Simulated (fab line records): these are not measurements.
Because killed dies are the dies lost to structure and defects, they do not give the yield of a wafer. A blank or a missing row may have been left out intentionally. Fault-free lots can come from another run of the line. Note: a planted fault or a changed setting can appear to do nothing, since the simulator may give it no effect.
fab line records / flow n5-finfet / part 2 of 2: steps 24 to 30 of 30
record lots=5 wafers=15 last-day=16
route steps=1938 shown BEOL_M6@1260 BEOL_M7@1263
lots untouched by any fault: they come from a run of this same line in which no faults occurred
start-h: start of the lot's first displayed wafer, in hours after the record's first day / wait-h: how many hours have passed since the lot's step before this one / " as in the row above / L1.1+2: several wafers, shown together as one row / - no value present, or no start provided / * or withheld: withheld / < > ~ a bound
route shown NAME@n: names a module that has steps shown in the file, with the first one's number in the route / usual: mean/standard deviation taken from wafers without a fault / same: alike in all rows / chamber/n: place in a boat / sites: per-site readings / _std_site: how widely they spread, as a standard deviation / _edge_site: inner sites' mean taken away from outer sites' mean / radius-mm: for every site, how far away it sits from the centre of the wafer / mask NAME#n: copy n / behind: tool/chamber where the wafer was last shaped / hold: reason for holding the lot/hours on hold/outcome of the hold / device: transistor that didn't switch, given as n, p or np / end of line: the route-end tests of the same wafers / a step with no rows: only its recipe / killed: the dies lost at the first sort to structure and to defects; this is not the yield of the wafer / map: a wafer's dies, x killed, . not, _ none there
set.NAME: the setting as run; set.NAME@STEP: as run at that earlier step / model.NAME: the simulator's own value behind a step, which no gauge read
lots at selected steps of the route; one table per step, one row per wafer
services: a tool's chamber out of use, with start hour (start-h, from the record's first day; less than 0 if before it), hours out, and reason
## steps
# step N5_BEOL_M7_STRIP_67
# recipe chemistry=CF4 resist=SiARC power-w=300 bias-power-w=75 pressure-mtorr=50 cf4-flow-sccm=150 rf-frequency-hz=6e+07
# usual drypump-motor-current-A=5.7/0.38 oes-product-au=0.78/0.083 rf-vpp-V=270.7/1.6 showerhead-plenum-p-Torr=1.78/0.056 throttle-valve-pct=13.60/0.28
lot.wafer=L074.1 tool=rie-diel-04 chamber=1 start-h=184.75 wait-h=0.0 drypump-motor-current-A=5.2 oes-product-au=0.68 rf-hours-counter-h=237 rf-vpp-V=271.7 showerhead-plenum-p-Torr=1.82 throttle-valve-pct=13.70
lot.wafer=L074.3 tool=rie-diel-04 chamber=2 start-h=184.75 wait-h=0.0 drypump-motor-current-A=5.8 oes-product-au=0.74 rf-hours-counter-h=164 rf-vpp-V=269.1 showerhead-plenum-p-Torr=1.79 throttle-valve-pct=13.64
lot.wafer=L074.5 tool=rie-diel-04 chamber=2 start-h=184.75 wait-h=0.0 drypump-motor-current-A=5.8 oes-product-au=0.73 rf-hours-counter-h=- rf-vpp-V=272.0 showerhead-plenum-p-Torr=1.79 throttle-valve-pct=13.61
lot.wafer=L075.2 tool=rie-diel-02 chamber=0 start-h=212.28 wait-h=0.0 drypump-motor-current-A=5.7 oes-product-au=0.96 rf-hours-counter-h=7 rf-vpp-V=272.3 showerhead-plenum-p-Torr=1.82 throttle-valve-pct=13.16
lot.wafer=L075.3 tool=rie-diel-02 chamber=2 start-h=212.28 wait-h=0.0 drypump-motor-current-A=5.8 oes-product-au=0.76 rf-hours-counter-h=150 rf-vpp-V=270.4 showerhead-plenum-p-Torr=1.79 throttle-valve-pct=13.80
lot.wafer=L075.5 tool=rie-diel-02 chamber=2 start-h=212.28 wait-h=0.0 drypump-motor-current-A=5.8 oes-product-au=0.76 rf-hours-counter-h=- rf-vpp-V=270.5 showerhead-plenum-p-Torr=1.79 throttle-valve-pct=13.81
lot.wafer=L076.1 tool=rie-diel-02 chamber=3 start-h=218.26 wait-h=0.0 drypump-motor-current-A=4.9 oes-product-au=0.72 rf-hours-counter-h=216 rf-vpp-V=269.2 showerhead-plenum-p-Torr=1.72 throttle-valve-pct=14.06
lot.wafer=L076.2 tool=rie-diel-02 chamber=2 start-h=218.26 wait-h=0.0 drypump-motor-current-A=5.8 oes-product-au=0.76 rf-hours-counter-h=152 rf-vpp-V=270.0 showerhead-plenum-p-Torr=1.79 throttle-valve-pct=13.80
lot.wafer=L076.4 tool=rie-diel-02 chamber=0 start-h=218.26 wait-h=0.0 drypump-motor-current-A=5.7 oes-product-au=0.96 rf-hours-counter-h=- rf-vpp-V=272.5 showerhead-plenum-p-Torr=1.82 throttle-valve-pct=13.18
lot.wafer=L088.1 tool=rie-diel-03 chamber=2 start-h=271.82 wait-h=0.0 drypump-motor-current-A=6.0 oes-product-au=0.74 rf-hours-counter-h=193 rf-vpp-V=270.8 showerhead-plenum-p-Torr=1.73 throttle-valve-pct=13.79
lot.wafer=L088.3 tool=rie-diel-03 chamber=1 start-h=271.82 wait-h=0.0 drypump-motor-current-A=5.7 oes-product-au=0.76 rf-hours-counter-h=169 rf-vpp-V=271.8 showerhead-plenum-p-Torr=1.78 throttle-valve-pct=13.44
lot.wafer=L088.6 tool=rie-diel-03 chamber=3 start-h=271.82 wait-h=0.0 drypump-motor-current-A=5.5 oes-product-au=0.69 rf-hours-counter-h=- rf-vpp-V=273.2 showerhead-plenum-p-Torr=1.85 throttle-valve-pct=13.75
lot.wafer=L089.1 tool=rie-diel-02 chamber=0 start-h=287.17 wait-h=0.0 drypump-motor-current-A=5.7 oes-product-au=0.90 rf-hours-counter-h=30 rf-vpp-V=272.3 showerhead-plenum-p-Torr=1.81 throttle-valve-pct=13.23
lot.wafer=L089.2 tool=rie-diel-02 chamber=1 start-h=287.17 wait-h=0.0 drypump-motor-current-A=6.3 oes-product-au=0.92 rf-hours-counter-h=17 rf-vpp-V=270.3 showerhead-plenum-p-Torr=1.74 throttle-valve-pct=13.14
lot.wafer=L089.3 tool=rie-diel-02 chamber=3 start-h=287.17 wait-h=0.0 drypump-motor-current-A=4.9 oes-product-au=0.71 rf-hours-counter-h=237 rf-vpp-V=268.4 showerhead-plenum-p-Torr=1.72 throttle-valve-pct=14.09
# step N5_BEOL_M7_HM_OPEN_17
# recipe chemistry=Cl2/BCl3 target-depth-a=200 overetch-a=60 target=TiN mask-material=SOC ion-energy-ev=150 pressure-mtorr=10 icp-w=1000 bias-w=126 Cl2_flow_sccm=53.25 bcl3-flow-sccm=21.75 Ar_flow_sccm=25
# usual bias-w=126.0/0.36 drypump-motor-current-A=6.05/0.3 oes-product-au=0.68/0.058 throttle-valve-pct=22.15/0.19
lot.wafer=L074.1 tool=rie-metal-02 chamber=0 start-h=184.79 wait-h=0.0 bias-w=125.9 drypump-motor-current-A=6.15 oes-product-au=0.75 rf-hours-counter-h=11 throttle-valve-pct=22.13
lot.wafer=L074.3 tool=rie-metal-02 chamber=1 start-h=184.79 wait-h=0.0 bias-w=124.9 drypump-motor-current-A=6.18 oes-product-au=0.75 rf-hours-counter-h=- throttle-valve-pct=22.35
lot.wafer=L074.5 tool=rie-metal-02 chamber=1 start-h=184.79 wait-h=0.0 bias-w=125.8 drypump-motor-current-A=6.16 oes-product-au=0.75 rf-hours-counter-h=- throttle-valve-pct=22.36
lot.wafer=L075.2 tool=rie-metal-03 chamber=1 start-h=212.33 wait-h=0.0 bias-w=126.0 drypump-motor-current-A=6.05 oes-product-au=0.52 rf-hours-counter-h=119 throttle-valve-pct=22.02
lot.wafer=L075.3 tool=rie-metal-03 chamber=0 start-h=212.33 wait-h=0.0 bias-w=126.3 drypump-motor-current-A=6.32 oes-product-au=0.69 rf-hours-counter-h=- throttle-valve-pct=22.07
lot.wafer=L075.5 tool=rie-metal-03 chamber=0 start-h=212.33 wait-h=0.0 bias-w=125.8 drypump-motor-current-A=6.32 oes-product-au=0.69 rf-hours-counter-h=- throttle-valve-pct=22.06
lot.wafer=L076.1 tool=rie-metal-03 chamber=0 start-h=218.30 wait-h=0.0 bias-w=125.9 drypump-motor-current-A=6.29 oes-product-au=0.68 rf-hours-counter-h=39 throttle-valve-pct=22.06
lot.wafer=L076.2 tool=rie-metal-03 chamber=1 start-h=218.30 wait-h=0.0 bias-w=125.4 drypump-motor-current-A=6.05 oes-product-au=0.52 rf-hours-counter-h=119 throttle-valve-pct=22.02
lot.wafer=L076.4 tool=rie-metal-03 chamber=0 start-h=218.30 wait-h=0.0 bias-w=125.8 drypump-motor-current-A=6.29 oes-product-au=0.69 rf-hours-counter-h=- throttle-valve-pct=22.06
lot.wafer=L088.1 tool=rie-metal-03 chamber=0 start-h=271.87 wait-h=0.0 bias-w=125.9 drypump-motor-current-A=6.31 oes-product-au=0.68 rf-hours-counter-h=44 throttle-valve-pct=22.06
lot.wafer=L088.3 tool=rie-metal-03 chamber=0 start-h=271.87 wait-h=0.0 bias-w=125.9 drypump-motor-current-A=6.33 oes-product-au=0.67 rf-hours-counter-h=- throttle-valve-pct=22.08
lot.wafer=L088.6 tool=rie-metal-03 chamber=0 start-h=271.87 wait-h=0.0 bias-w=125.7 drypump-motor-current-A=6.30 oes-product-au=0.67 rf-hours-counter-h=- throttle-valve-pct=22.08
lot.wafer=L089.1 tool=rie-metal-01 chamber=1 start-h=287.21 wait-h=0.0 bias-w=125.8 drypump-motor-current-A=6.07 oes-product-au=0.67 rf-hours-counter-h=41 throttle-valve-pct=22.26
lot.wafer=L089.2 tool=rie-metal-01 chamber=0 start-h=287.21 wait-h=0.0 bias-w=126.2 drypump-motor-current-A=5.30 oes-product-au=0.64 rf-hours-counter-h=47 throttle-valve-pct=21.76
lot.wafer=L089.3 tool=rie-metal-01 chamber=1 start-h=287.21 wait-h=0.0 bias-w=125.9 drypump-motor-current-A=6.10 oes-product-au=0.67 rf-hours-counter-h=- throttle-valve-pct=22.26
# step N5_BEOL_M7_STRIP_19
# recipe chemistry=O2 power-w=400 temp-c=40 pressure-mtorr=30 rf-frequency-hz=6e+07 bias-power-w=0 overash-fraction=0.2 o2-flow-sccm=225
# usual drypump-motor-current-A=5.7/0.41 oes-product-au=0.78/0.093 rf-vpp-V=3.6/0.59 showerhead-plenum-p-Torr=2.08/0.084 throttle-valve-pct=16.68/0.26
lot.wafer=L074.1 tool=rie-diel-04 chamber=1 start-h=184.90 wait-h=0.1 drypump-motor-current-A=5.2 oes-product-au=0.67 rf-hours-counter-h=237 rf-vpp-V=5.1 showerhead-plenum-p-Torr=2.16 throttle-valve-pct=16.89
lot.wafer=L074.3 tool=rie-diel-04 chamber=0 start-h=184.90 wait-h=0.1 drypump-motor-current-A=5.5 oes-product-au=0.70 rf-hours-counter-h=219 rf-vpp-V=4.6 showerhead-plenum-p-Torr=1.97 throttle-valve-pct=16.84
lot.wafer=L074.5 tool=rie-diel-04 chamber=3 start-h=184.90 wait-h=0.1 drypump-motor-current-A=6.3 oes-product-au=0.86 rf-hours-counter-h=- rf-vpp-V=3.3 showerhead-plenum-p-Torr=2.24 throttle-valve-pct=16.72
lot.wafer=L075.2 tool=rie-diel-03 chamber=1 start-h=212.44 wait-h=0.1 drypump-motor-current-A=5.7 oes-product-au=0.77 rf-hours-counter-h=152 rf-vpp-V=3.7 showerhead-plenum-p-Torr=2.09 throttle-valve-pct=16.47
lot.wafer=L075.3 tool=rie-diel-03 chamber=3 start-h=212.44 wait-h=0.1 drypump-motor-current-A=5.5 oes-product-au=0.70 rf-hours-counter-h=194 rf-vpp-V=3.2 showerhead-plenum-p-Torr=2.17 throttle-valve-pct=16.76
lot.wafer=L075.5 tool=rie-diel-03 chamber=1 start-h=212.44 wait-h=0.1 drypump-motor-current-A=5.7 oes-product-au=0.76 rf-hours-counter-h=- rf-vpp-V=4.2 showerhead-plenum-p-Torr=2.09 throttle-valve-pct=16.45
lot.wafer=L076.1 tool=rie-diel-04 chamber=2 start-h=218.54 wait-h=0.2 drypump-motor-current-A=5.8 oes-product-au=0.73 rf-hours-counter-h=174 rf-vpp-V=4.3 showerhead-plenum-p-Torr=2.06 throttle-valve-pct=16.59
lot.wafer=L076.2 tool=rie-diel-04 chamber=3 start-h=218.54 wait-h=0.2 drypump-motor-current-A=6.3 oes-product-au=0.85 rf-hours-counter-h=59 rf-vpp-V=3.4 showerhead-plenum-p-Torr=2.23 throttle-valve-pct=16.74
lot.wafer=L076.4 tool=rie-diel-04 chamber=1 start-h=218.54 wait-h=0.2 drypump-motor-current-A=5.2 oes-product-au=0.67 rf-hours-counter-h=247 rf-vpp-V=3.7 showerhead-plenum-p-Torr=2.16 throttle-valve-pct=16.88
lot.wafer=L088.1 tool=rie-diel-03 chamber=2 start-h=272.07 wait-h=0.2 drypump-motor-current-A=6.1 oes-product-au=0.76 rf-hours-counter-h=193 rf-vpp-V=4.1 showerhead-plenum-p-Torr=1.99 throttle-valve-pct=16.77
lot.wafer=L088.3 tool=rie-diel-03 chamber=3 start-h=272.07 wait-h=0.2 drypump-motor-current-A=5.5 oes-product-au=0.69 rf-hours-counter-h=211 rf-vpp-V=3.9 showerhead-plenum-p-Torr=2.17 throttle-valve-pct=16.75
lot.wafer=L088.6 tool=rie-diel-03 chamber=2 start-h=272.07 wait-h=0.2 drypump-motor-current-A=6.0 oes-product-au=0.74 rf-hours-counter-h=- rf-vpp-V=3.9 showerhead-plenum-p-Torr=1.99 throttle-valve-pct=16.78
lot.wafer=L089.1 tool=rie-diel-02 chamber=1 start-h=287.33 wait-h=0.1 drypump-motor-current-A=6.3 oes-product-au=0.93 rf-hours-counter-h=17 rf-vpp-V=3.5 showerhead-plenum-p-Torr=2.03 throttle-valve-pct=16.22
lot.wafer=L089.2 tool=rie-diel-02 chamber=3 start-h=287.33 wait-h=0.1 drypump-motor-current-A=4.8 oes-product-au=0.71 rf-hours-counter-h=237 rf-vpp-V=3.7 showerhead-plenum-p-Torr=2.00 throttle-valve-pct=17.16
lot.wafer=L089.3 tool=rie-diel-02 chamber=2 start-h=287.33 wait-h=0.1 drypump-motor-current-A=5.8 oes-product-au=0.74 rf-hours-counter-h=173 rf-vpp-V=3.6 showerhead-plenum-p-Torr=2.09 throttle-valve-pct=16.94
# step N5_BEOL_M7_CD_MEAS_18
# recipe pitch-nm=80 target-cd-nm=40
# usual cd-nm=40.0/0.6
lot.wafer=L074.1 tool=cd-sem-01 chamber=- start-h=184.97 wait-h=0.0 cd-nm=40.3
lot.wafer=L074.3 tool=cd-sem-01 chamber=- start-h=184.97 wait-h=0.0 cd-nm=40.1
lot.wafer=L074.5 tool=cd-sem-01 chamber=- start-h=184.97 wait-h=0.0 cd-nm=40.6
lot.wafer=L075.2 tool=cd-sem-02 chamber=- start-h=212.52 wait-h=0.1 cd-nm=40.2
lot.wafer=L075.3 tool=cd-sem-02 chamber=- start-h=212.52 wait-h=0.1 cd-nm=39.1
lot.wafer=L075.5 tool=cd-sem-02 chamber=- start-h=212.52 wait-h=0.1 cd-nm=39.2
lot.wafer=L076.1 tool=cd-sem-03 chamber=- start-h=218.61 wait-h=0.0 cd-nm=40.8
lot.wafer=L076.2 tool=cd-sem-03 chamber=- start-h=218.61 wait-h=0.0 cd-nm=40.7
lot.wafer=L076.4 tool=cd-sem-03 chamber=- start-h=218.61 wait-h=0.0 cd-nm=41.1
lot.wafer=L088.1 tool=cd-sem-03 chamber=- start-h=272.14 wait-h=0.0 cd-nm=39.7
lot.wafer=L088.3 tool=cd-sem-03 chamber=- start-h=272.14 wait-h=0.0 cd-nm=39.5
lot.wafer=L088.6 tool=cd-sem-03 chamber=- start-h=272.14 wait-h=0.0 cd-nm=39.3
lot.wafer=L089.1 tool=cd-sem-01 chamber=- start-h=287.40 wait-h=0.0 cd-nm=40.4
lot.wafer=L089.2 tool=cd-sem-01 chamber=- start-h=287.40 wait-h=0.0 cd-nm=40.1
lot.wafer=L089.3 tool=cd-sem-01 chamber=- start-h=287.40 wait-h=0.0 cd-nm=40.3
# step N5_BEOL_M7_COAT_63
# recipe resist=SOC temp-c=250 time-s=60 spin-rpm=1500 resist-thk-nm=60
# usual dispense-pressure-kPa=48/3.8 spin-speed-rpm=1499.9/1.1
lot.wafer=L074.1 tool=litho-track-02 chamber=0 start-h=186.06 wait-h=1.1 dispense-pressure-kPa=52 spin-speed-rpm=1500.9
lot.wafer=L074.3 tool=litho-track-02 chamber=0 start-h=186.06 wait-h=1.1 dispense-pressure-kPa=52 spin-speed-rpm=1500.9
lot.wafer=L074.5 tool=litho-track-02 chamber=0 start-h=186.06 wait-h=1.1 dispense-pressure-kPa=52 spin-speed-rpm=1500.9
lot.wafer=L075.2 tool=litho-track-01 chamber=0 start-h=213.01 wait-h=0.5 dispense-pressure-kPa=44 spin-speed-rpm=1501.7
lot.wafer=L075.3 tool=litho-track-01 chamber=0 start-h=213.01 wait-h=0.5 dispense-pressure-kPa=44 spin-speed-rpm=1500.0
lot.wafer=L075.5 tool=litho-track-01 chamber=0 start-h=213.01 wait-h=0.5 dispense-pressure-kPa=44 spin-speed-rpm=1498.9
lot.wafer=L076.1 tool=litho-track-01 chamber=0 start-h=218.65 wait-h=0.0 dispense-pressure-kPa=44 spin-speed-rpm=1498.8
lot.wafer=L076.2 tool=litho-track-01 chamber=0 start-h=218.65 wait-h=0.0 dispense-pressure-kPa=44 spin-speed-rpm=1498.7
lot.wafer=L076.4 tool=litho-track-01 chamber=0 start-h=218.65 wait-h=0.0 dispense-pressure-kPa=44 spin-speed-rpm=1499.0
lot.wafer=L088.1 tool=litho-track-01 chamber=0 start-h=273.64 wait-h=1.5 dispense-pressure-kPa=44 spin-speed-rpm=1500.6
lot.wafer=L088.3 tool=litho-track-01 chamber=0 start-h=273.64 wait-h=1.5 dispense-pressure-kPa=44 spin-speed-rpm=1499.7
lot.wafer=L088.6 tool=litho-track-01 chamber=0 start-h=273.64 wait-h=1.5 dispense-pressure-kPa=44 spin-speed-rpm=1500.7
lot.wafer=L089.1 tool=litho-track-01 chamber=0 start-h=292.09 wait-h=4.7 dispense-pressure-kPa=44 spin-speed-rpm=1501.8
lot.wafer=L089.2 tool=litho-track-01 chamber=0 start-h=292.09 wait-h=4.7 dispense-pressure-kPa=44 spin-speed-rpm=1500.4
lot.wafer=L089.3 tool=litho-track-01 chamber=0 start-h=292.09 wait-h=4.7 dispense-pressure-kPa=44 spin-speed-rpm=1499.5
# step N5_BEOL_M7_COAT_64
# recipe resist=SiARC temp-c=220 time-s=60 spin-rpm=1500 resist-thk-nm=12
# usual dispense-pressure-kPa=48/3.7 spin-speed-rpm=1500.2/1.1
lot.wafer=L074.1 tool=litho-track-02 chamber=0 start-h=- wait-h=- dispense-pressure-kPa=52 spin-speed-rpm=1499.7
lot.wafer=L074.3 tool=litho-track-02 chamber=0 start-h=- wait-h=- dispense-pressure-kPa=52 spin-speed-rpm=1500.2
lot.wafer=L074.5 tool=litho-track-02 chamber=0 start-h=- wait-h=- dispense-pressure-kPa=52 spin-speed-rpm=1499.9
lot.wafer=L075.2 tool=litho-track-01 chamber=0 start-h=- wait-h=- dispense-pressure-kPa=44 spin-speed-rpm=1499.6
lot.wafer=L075.3 tool=litho-track-01 chamber=0 start-h=- wait-h=- dispense-pressure-kPa=44 spin-speed-rpm=1499.7
lot.wafer=L075.5 tool=litho-track-01 chamber=0 start-h=- wait-h=- dispense-pressure-kPa=44 spin-speed-rpm=1499.5
lot.wafer=L076.1 tool=litho-track-01 chamber=0 start-h=- wait-h=- dispense-pressure-kPa=44 spin-speed-rpm=1499.3
lot.wafer=L076.2 tool=litho-track-01 chamber=0 start-h=- wait-h=- dispense-pressure-kPa=44 spin-speed-rpm=1499.8
lot.wafer=L076.4 tool=litho-track-01 chamber=0 start-h=- wait-h=- dispense-pressure-kPa=44 spin-speed-rpm=1502.2
lot.wafer=L088.1 tool=litho-track-01 chamber=0 start-h=- wait-h=- dispense-pressure-kPa=44 spin-speed-rpm=1499.7
lot.wafer=L088.3 tool=litho-track-01 chamber=0 start-h=- wait-h=- dispense-pressure-kPa=44 spin-speed-rpm=1502.3
lot.wafer=L088.6 tool=litho-track-01 chamber=0 start-h=- wait-h=- dispense-pressure-kPa=44 spin-speed-rpm=1502.4
lot.wafer=L089.1 tool=litho-track-01 chamber=0 start-h=- wait-h=- dispense-pressure-kPa=44 spin-speed-rpm=1502.6
lot.wafer=L089.2 tool=litho-track-01 chamber=0 start-h=- wait-h=- dispense-pressure-kPa=44 spin-speed-rpm=1501.3
lot.wafer=L089.3 tool=litho-track-01 chamber=0 start-h=- wait-h=- dispense-pressure-kPa=44 spin-speed-rpm=1500.1
# step N5_BEOL_M7_COAT_71
# recipe resist=underlayer temp-c=205 time-s=60 spin-rpm=1500 resist-thk-nm=5
# usual dispense-pressure-kPa=48/3.7 spin-speed-rpm=1500.1/0.93
lot.wafer=L074.1 tool=litho-track-02 chamber=0 start-h=- wait-h=- dispense-pressure-kPa=52 spin-speed-rpm=1500.5
lot.wafer=L074.3 tool=litho-track-02 chamber=0 start-h=- wait-h=- dispense-pressure-kPa=52 spin-speed-rpm=1501.4
lot.wafer=L074.5 tool=litho-track-02 chamber=0 start-h=- wait-h=- dispense-pressure-kPa=52 spin-speed-rpm=1499.8
lot.wafer=L075.2 tool=litho-track-01 chamber=0 start-h=- wait-h=- dispense-pressure-kPa=44 spin-speed-rpm=1500.4
lot.wafer=L075.3 tool=litho-track-01 chamber=0 start-h=- wait-h=- dispense-pressure-kPa=44 spin-speed-rpm=1499.7
lot.wafer=L075.5 tool=litho-track-01 chamber=0 start-h=- wait-h=- dispense-pressure-kPa=44 spin-speed-rpm=1501.2
lot.wafer=L076.1 tool=litho-track-01 chamber=0 start-h=- wait-h=- dispense-pressure-kPa=44 spin-speed-rpm=1500.8
lot.wafer=L076.2 tool=litho-track-01 chamber=0 start-h=- wait-h=- dispense-pressure-kPa=44 spin-speed-rpm=1500.2
lot.wafer=L076.4 tool=litho-track-01 chamber=0 start-h=- wait-h=- dispense-pressure-kPa=44 spin-speed-rpm=1499.7
lot.wafer=L088.1 tool=litho-track-01 chamber=0 start-h=- wait-h=- dispense-pressure-kPa=44 spin-speed-rpm=1501.2
lot.wafer=L088.3 tool=litho-track-01 chamber=0 start-h=- wait-h=- dispense-pressure-kPa=44 spin-speed-rpm=1499.6
lot.wafer=L088.6 tool=litho-track-01 chamber=0 start-h=- wait-h=- dispense-pressure-kPa=44 spin-speed-rpm=1499.5
lot.wafer=L089.1 tool=litho-track-01 chamber=0 start-h=- wait-h=- dispense-pressure-kPa=44 spin-speed-rpm=1500.9
lot.wafer=L089.2 tool=litho-track-01 chamber=0 start-h=- wait-h=- dispense-pressure-kPa=44 spin-speed-rpm=1499.7
lot.wafer=L089.3 tool=litho-track-01 chamber=0 start-h=- wait-h=- dispense-pressure-kPa=44 spin-speed-rpm=1498.3
## services
tool=pecvd-01 chamber=0 start-h=160.15 hours=4.4 kind=repair
tool=pvd-sputter-02 chamber=- start-h=162.27 hours=23.5 kind=repair
tool=rie-metal-03 chamber=- start-h=162.48 hours=0.4 kind=repair
tool=arfi-scanner-02 chamber=- start-h=165.16 hours=0.8 kind=pm
tool=uv-cure-01 chamber=- start-h=170.01 hours=0.6 kind=repair
tool=pecvd-03 chamber=2 start-h=170.54 hours=5.2 kind=repair
tool=arfi-scanner-02 chamber=- start-h=173.36 hours=1.0 kind=pm
tool=arfi-scanner-03 chamber=- start-h=175.71 hours=1.0 kind=pm
tool=rie-diel-04 chamber=0 start-h=176.83 hours=7.2 kind=repair
tool=rie-metal-03 chamber=- start-h=177.06 hours=1.4 kind=pm
tool=uv-cure-03 chamber=- start-h=180.91 hours=3.4 kind=pm
tool=uv-cure-03 chamber=- start-h=190.25 hours=5.0 kind=pm
tool=pecvd-01 chamber=- start-h=190.93 hours=2.6 kind=repair
tool=rie-diel-04 chamber=0 start-h=204.06 hours=8.8 kind=repair
tool=pecvd-02 chamber=2 start-h=212.62 hours=8.6 kind=repair
tool=arfi-scanner-02 chamber=- start-h=232.23 hours=1.3 kind=pm
tool=pecvd-03 chamber=1 start-h=241.93 hours=22.3 kind=repair
tool=arfi-scanner-02 chamber=- start-h=254.51 hours=3.9 kind=pm
tool=uv-cure-03 chamber=- start-h=256.83 hours=2.1 kind=pm
tool=rie-diel-02 chamber=1 start-h=257.11 hours=6.0 kind=repair
tool=arfi-scanner-02 chamber=- start-h=268.11 hours=0.8 kind=repair
tool=arfi-scanner-02 chamber=- start-h=269.31 hours=5.0 kind=pm
tool=pecvd-02 chamber=0 start-h=279.07 hours=4.1 kind=repair
tool=rie-diel-04 chamber=0 start-h=284.54 hours=18.3 kind=repair
